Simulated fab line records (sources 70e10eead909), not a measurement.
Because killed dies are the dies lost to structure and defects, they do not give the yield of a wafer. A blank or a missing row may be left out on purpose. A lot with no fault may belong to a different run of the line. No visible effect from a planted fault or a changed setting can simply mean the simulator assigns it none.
Chamber matching -- flow nand-harc -- NHARC_P_M0_DESCUM_14 on rie-diel-12: 4 sister chambers
The step chemistry O2, time 3 s. 30 wafers are shown with their chamber, then 12 later ones without.

== EACH WAFER AND ITS CHAMBER ==
wafer,chamber,drypump-motor-current-A (A),showerhead-plenum-p-Torr (Torr),rf-vpp-V (V)
L075.1,0,6.0,1.93,58.8
L075.5,0,6.0,1.93,57.6
L075.6,1,5.7,2.03,59.0
L076.1,0,6.0,1.93,58.2
L076.2,2,5.6,1.92,56.7
L076.3,2,5.6,1.92,56.8
L077.2,0,6.0,1.93,58.1
L077.3,2,5.6,1.92,57.6
L077.4,2,5.6,1.92,58.2
L078.1,0,6.0,1.93,57.1
L078.2,2,5.6,1.92,58.6
L078.6,1,5.7,2.03,57.6
L084.1,0,6.0,1.93,56.7
L084.2,1,5.7,2.02,58.2
L084.6,1,5.7,2.02,58.2
L085.1,2,5.6,1.92,57.6
L085.4,0,6.1,1.93,58.1
L085.6,1,5.7,2.02,59.4
L087.1,0,6.1,1.93,57.3
L087.2,1,5.7,2.02,58.1
L087.3,2,5.6,1.91,57.3
L088.4,2,5.6,1.91,56.4
L088.5,2,5.6,1.91,58.7
L088.6,3,6.5,1.98,59.0
L089.3,1,5.7,2.02,58.1
L089.4,2,5.6,1.91,57.8
L089.6,0,6.1,1.93,58.0
L090.2,3,6.5,1.98,59.0
L090.3,2,5.6,1.91,58.4
L090.6,3,6.5,1.98,59.2

SIGNATURES (means of the wafers above)
reading,chamber 0,chamber 1,chamber 2,chamber 3,scatter within a chamber
drypump-motor-current-A,6.033,5.700,5.600,6.500,0.0277
showerhead-plenum-p-Torr,1.9300,2.0229,1.9155,1.9800,0.004
rf-vpp-V,57.767,58.371,57.645,59.067,0.675
Rule: for a wafer and a chamber, the distance is found by dividing, reading by reading, the gap between the wafer's reading and the chamber's mean by the reading's scatter, squaring, summing and taking the root. If the next closest chamber is less than 2 further off than the closest, the wafer can't be placed; otherwise it belongs to the closest. The scatter: take each reading less its chamber's mean, square it, sum over the shown wafers, divide by the number of wafers less the number of chambers, and take the root.

== WAFERS MISSING THEIR CHAMBER ==
wafer,drypump-motor-current-A (A),showerhead-plenum-p-Torr (Torr),rf-vpp-V (V)
L092.2,6.0,1.92,57.8
L092.3,6.5,1.98,57.6
L092.4,5.7,2.02,59.0
L091.1,5.7,2.02,59.1
L091.4,6.5,1.98,57.2
L091.5,6.5,1.98,57.7
L095.1,6.5,1.98,56.1
L095.4,5.6,1.91,56.7
L095.6,6.0,1.92,57.6
L096.1,6.0,1.92,57.4
L096.5,6.0,1.92,58.2
L096.6,5.7,2.02,58.3

== WHICH CHAMBER EACH ONE RAN IN ==
wafer,from the rows above,in truth
L092.2,0,0
L092.3,3,3
L092.4,1,1
L091.1,1,1
L091.4,3,3
L091.5,3,3
L095.1,3,3
L095.4,2,2
L095.6,0,0
L096.1,0,0
L096.5,0,0
L096.6,1,1
Placed correctly: 12 of 12. From these rows, 0 cannot be placed. Number placed wrongly: 0.
